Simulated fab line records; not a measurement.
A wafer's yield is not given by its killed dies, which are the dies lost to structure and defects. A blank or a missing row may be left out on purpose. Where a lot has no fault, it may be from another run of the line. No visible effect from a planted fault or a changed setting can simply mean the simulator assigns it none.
Struck lot and sound lot, side by side	flow nand_harc	14 out of 1302 route steps
Sound: wafers L770.2, L770.3, L770.5. Struck: wafer L764.1 (left out: L764.3, L764.4 of the same lot, which were not struck); the cause appears at the end.
At each step with rows: each side's tool, then ch and its chambers, then its first start. Under that, the readings that differ: sound wafers	struck wafers	difference of the means	sigmas: that difference in standard deviations of wafers without a fault.
alike: readings with means less than 2 such deviations apart, plus words and numbers identical on both sides. not compared: withheld readings, readings lacking a value on some wafer, bounds such as >300 that could conceal the same value, and numbers that have no deviation in the record and whose values overlap.
A row with sigmas, a row that says differs or no value, or rows on one side alone: a step with any of these is where the two part. When numbers do not overlap yet have no deviation, they are printed without sigmas and do not part them. Lack of a reading on every wafer of one side parts them only where that side has two or more wafers.

first, 1 step without rows for these wafers: NHARC_A_CONTACT_ETCH_134 (etches the open film in C4F8/O2/Ar, time 140 s, target depth 700 nm).
NHARC_A_CONTACT_ETCH_135: etches the open film in C4F8/O2/Ar, time 311 s, target depth 1912 nm.
  sound on har_cap_etch-02 ch 0,1, day 29 22:57; struck on har_cap_etch-02 ch 1, day 26 08:41
  not compared: rf_hours_counter_h, run_length_s
NHARC_A_CONTACT_ETCH_136: etches the open film in C4F8/O2/Ar, time 311 s, target depth 1912 nm.
  sound on har_cap_etch-02 ch 0,1, day 29 23:13; struck on har_cap_etch-02 ch 1, day 26 08:58
  not compared: rf_hours_counter_h, run_length_s
then, 1 step without rows for these wafers: NHARC_A_CONTACT_ETCH_137 (etches the open film in C4F8/O2/Ar, time 311 s, target depth 1912 nm).
NHARC_A_CONTACT_ETCH_138: etches the open film in C4F8/O2/Ar, time 311 s, target depth 1914 nm.
  sound on har_cap_etch-02 ch 0,1, day 29 23:46; struck on har_cap_etch-02 ch 1, day 26 09:30
  not compared: rf_hours_counter_h, run_length_s
NHARC_A_CONTACT_ETCH_139: etches the open film in C4F8/O2/Ar, time 195 s, target depth 840 nm.
  sound on har_cap_etch-02 ch 0,1, day 30 00:02; struck on har_cap_etch-02 ch 1, day 26 09:47
  alike: run_length_s
  not compared: rf_hours_counter_h
then, 1 step without rows for these wafers: NHARC_A_CONTACT_ETCH_92 (etches the open film in CH3F/O2, target depth 40 nm, time 85.7 s).
NHARC_A_CONTACT_ETCH_98: etches the open film in C4F6/O2, target depth 20 nm, time 10 s.
  sound: rie_diel-08 ch 1,3; struck: rie_diel-08 ch 0
reading	sound	struck	difference	sigmas
throttle_valve_pct (%)	26.908 26.906 26.890	26.918	+0.017	+2
  alike: drypump_motor_current_A, oes_product_au, rf_vpp_V, run_length_s, showerhead_plenum_p_Torr
  not compared: rf_hours_counter_h
NHARC_A_CONTACT_CD_MEAS_15:
  sound: cd_sem-01 at day 30 00:46; struck: cd_sem-01 at day 26 10:33
  alike: cd_nm
then, 3 steps without rows for these wafers: NHARC_A_CONTACT_STRIP_107 (strips in N2/H2); NHARC_A_CONTACT_STRIP_108 (strips in CF4/CHF3); NHARC_A_CONTACT_STRIP_109 (strips in O2/COS).
NHARC_A_CONTACT_ETCH_110: etches the open film in CF4/O2, target depth 60 nm, overetch 6 nm, time 33 s.
  sound on rie_diel-01 ch 1,2, day 30 01:04; struck on rie_diel-08 ch 2, day 26 10:51
reading	sound	struck	difference	sigmas
run_length_s (s)	53.54 54.57 54.15	50.45	-3.64	-13
  alike: drypump_motor_current_A, oes_product_au, rf_vpp_V, showerhead_plenum_p_Torr, throttle_valve_pct
  not compared: rf_hours_counter_h
then, 1 step without rows for these wafers: NHARC_A_CONTACT_STRIP_26 (strips in O2).

## WHERE THEY PART
At NHARC_A_CONTACT_ETCH_98 first; at NHARC_A_CONTACT_ETCH_110 last (within this record only).

WHY: what the simulator had put in
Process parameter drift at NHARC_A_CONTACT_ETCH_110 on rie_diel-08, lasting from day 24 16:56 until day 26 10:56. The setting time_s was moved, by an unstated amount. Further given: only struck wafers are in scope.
